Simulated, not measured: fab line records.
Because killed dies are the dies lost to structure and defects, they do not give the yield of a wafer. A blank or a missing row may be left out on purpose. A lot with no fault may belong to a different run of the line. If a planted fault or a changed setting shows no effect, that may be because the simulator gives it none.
Which of the tools did it? + flow nand harc + 12 lots, 36 wafers sampled, at 4 steps of a route of 1159

WHAT EACH GAUGE READ, for each wafer
NHARC_P_M0_THK_MEAS_24: measures by xrf.
| lot  | measured     | on            | thk nm (nm)       |
|------|--------------|---------------|-------------------|
| L075 | day 6 08:45  | film metro-01 | 116.8 116.9 117.8 |
| L077 | day 6 16:54  | film metro-01 | 116.9 118.3 116.1 |
| L080 | day 7 10:52  | film metro-01 | 120.1 118.3 118.1 |
| L082 | day 8 00:54  | film metro-01 | 119.6 117.3 117.7 |
| L083 | day 8 05:17  | film metro-01 | 116.2 120.3 117.0 |
| L086 | day 9 04:13  | film metro-02 | 118.5 115.4 116.9 |
| L085 | day 9 03:17  | film metro-01 | 114.9 117.5 115.6 |
| L088 | day 9 18:33  | film metro-02 | 115.1 114.3 116.0 |
| L091 | day 10 10:25 | film metro-02 | 115.8 116.6 116.3 |
| L093 | day 10 20:25 | film metro-02 | 119.0 118.6 118.5 |
| L095 | day 10 23:51 | film metro-02 | 117.0 116.0 118.6 |
| L096 | day 11 16:02 | film metro-02 | 116.3 118.2 116.4 |

EACH LOT AND THE TOOL THAT RAN IT (in order: tool; ch and the chambers of the sampled wafers; start)
| lot  | NHARC_P_GATE_ETCH_104              | NHARC_P_M0_DEGAS_28          | NHARC_P_M0_PRE_CLEAN_29                 |
|------|------------------------------------|------------------------------|-----------------------------------------|
| L075 | rie diel-01 ch 1,2,3, day 4 22:49  | pvd sputter-01, day 6 07:20  | pvd sputter-01, day 6 08:45 or earlier  |
| L077 | rie diel-12 ch 1,2, day 5 04:40    | pvd sputter-01, day 6 15:30  | pvd sputter-01, day 6 16:54 or earlier  |
| L080 | rie diel-01 ch 1,2, day 6 04:57    | pvd sputter-02, day 7 09:26  | pvd sputter-02, day 7 10:52 or earlier  |
| L082 | rie diel-02 ch 1,2,3, day 6 15:27  | pvd sputter-02, day 7 23:21  | pvd sputter-02, day 8 00:54 or earlier  |
| L083 | rie diel-02 ch 0,1,3, day 6 22:08  | pvd sputter-03, day 8 03:51  | pvd sputter-03, day 8 05:17 or earlier  |
| L086 | rie diel-02 ch 0,3, day 7 19:58    | pvd sputter-01, day 9 02:14  | pvd sputter-01, day 9 04:13 or earlier  |
| L085 | rie diel-01 ch 1,2,3, day 7 21:14  | pvd sputter-02, day 9 01:55  | pvd sputter-02, day 9 03:17 or earlier  |
| L088 | rie diel-12 ch 2,3, day 8 10:54    | pvd sputter-03, day 9 17:10  | pvd sputter-03, day 9 18:33 or earlier  |
| L091 | rie diel-01 ch 2,3, day 9 02:37    | pvd sputter-02, day 10 09:00 | pvd sputter-02, day 10 10:25 or earlier |
| L093 | rie diel-01 ch 0,1,2, day 9 14:07  | pvd sputter-02, day 10 18:59 | pvd sputter-02, day 10 20:25 or earlier |
| L095 | rie diel-02 ch 1,2,3, day 9 21:33  | pvd sputter-01, day 10 22:27 | pvd sputter-01, day 10 23:51 or earlier |
| L096 | rie diel-12 ch 0,2,3, day 10 08:55 | pvd sputter-01, day 11 14:37 | pvd sputter-01, day 11 16:02 or earlier |
- NHARC_P_GATE_ETCH_104: etches the open film in CF4/CHF3, target depth 60 nm.
- NHARC_P_M0_DEGAS_28: time 60 s.
- NHARC_P_M0_PRE_CLEAN_29: time 30 s.

THE ANSWER, worked out from the rows above alone
Rule: what is usual is taken from the lots themselves. The widest of any qualifying gaps counts: lots, ordered by their means at a reading, are off when they make up no more than a third of the lots, leave a main group of 4 or more, and stand apart from it by 3 or more times the standard deviation of that group's means. A main group whose means are all the same, to the digits that the tables above print for the reading, isn't used. A lot without any number at a reading at which 4 lots or more have one is off too. Any other lot the step has rows for is counted as sound.
No lot is off at any reading shown: from this, nothing can be told.

WHAT THE SIMULATOR HAD INSERTED
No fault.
